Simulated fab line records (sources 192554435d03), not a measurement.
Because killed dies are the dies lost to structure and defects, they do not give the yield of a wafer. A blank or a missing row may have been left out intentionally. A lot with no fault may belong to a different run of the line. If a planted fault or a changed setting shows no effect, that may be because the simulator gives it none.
Which tool was responsible? || flow n5Finfet || route of 1938 steps, sampled at 1 step: 12 lots, 36 wafers

== WHAT THE GAUGES SHOWED, per wafer ==
N5_SD_EPI_N_CD_MEAS_09 targets a cd of 120 nm.
{"lot": "L075", "measured": "day 3 06:10", "on": "cdSem-03", "cdNm (nm)": "120.3 120.1 120.3"}
{"lot": "L077", "measured": "day 3 18:41", "on": "cdSem-03", "cdNm (nm)": "119.2 118.5 119.3"}
{"lot": "L079", "measured": "day 4 05:46", "on": "cdSem-03", "cdNm (nm)": "120.4 120.6 119.0"}
{"lot": "L081", "measured": "day 4 18:48", "on": "cdSem-01", "cdNm (nm)": "120.5 118.2 119.9"}
{"lot": "L083", "measured": "day 5 09:51", "on": "cdSem-01", "cdNm (nm)": "119.9 120.1 119.6"}
{"lot": "L085", "measured": "day 5 22:11", "on": "cdSem-03", "cdNm (nm)": "119.0 119.4 118.4"}
{"lot": "L087", "measured": "day 6 06:52", "on": "cdSem-02", "cdNm (nm)": "120.6 120.1 120.3"}
{"lot": "L089", "measured": "day 6 17:39", "on": "cdSem-02", "cdNm (nm)": "119.6 119.3 119.9"}
{"lot": "L092", "measured": "day 7 13:39", "on": "cdSem-02", "cdNm (nm)": "120.7 119.8 119.9"}
{"lot": "L094", "measured": "day 8 00:43", "on": "cdSem-03", "cdNm (nm)": "120.3 120.6 119.0"}
{"lot": "L096", "measured": "day 8 13:08", "on": "cdSem-02", "cdNm (nm)": "119.6 119.6 120.0"}
{"lot": "L091", "measured": "day 8 21:56", "on": "cdSem-03", "cdNm (nm)": "120.5 119.8 120.3"}

== EACH LOT AND THE TOOL THAT RAN IT (in order: tool; ch and the chambers of the sampled wafers; start) ==
There is no process step in the record ahead of these readings.

== THE ANSWER, worked out from the rows above alone ==
Rule: the usual values come from the lots themselves. The widest of any qualifying gaps counts: lots, ordered by their means at a reading, are off when they make up no more than a third of the lots, leave a main group of 4 or more, and stand apart from it by 3 or more times the standard deviation of that group's means. The tables above print the reading to a certain number of digits; a main group whose means all agree to those digits is not used. A lot without any number at a reading at which 4 lots or more have one is off too. Any other lot the step has rows for is counted as sound.
No lot is off on any of the readings shown, so nothing can be concluded from this.

== WHAT THE SIMULATOR PUT IN ==
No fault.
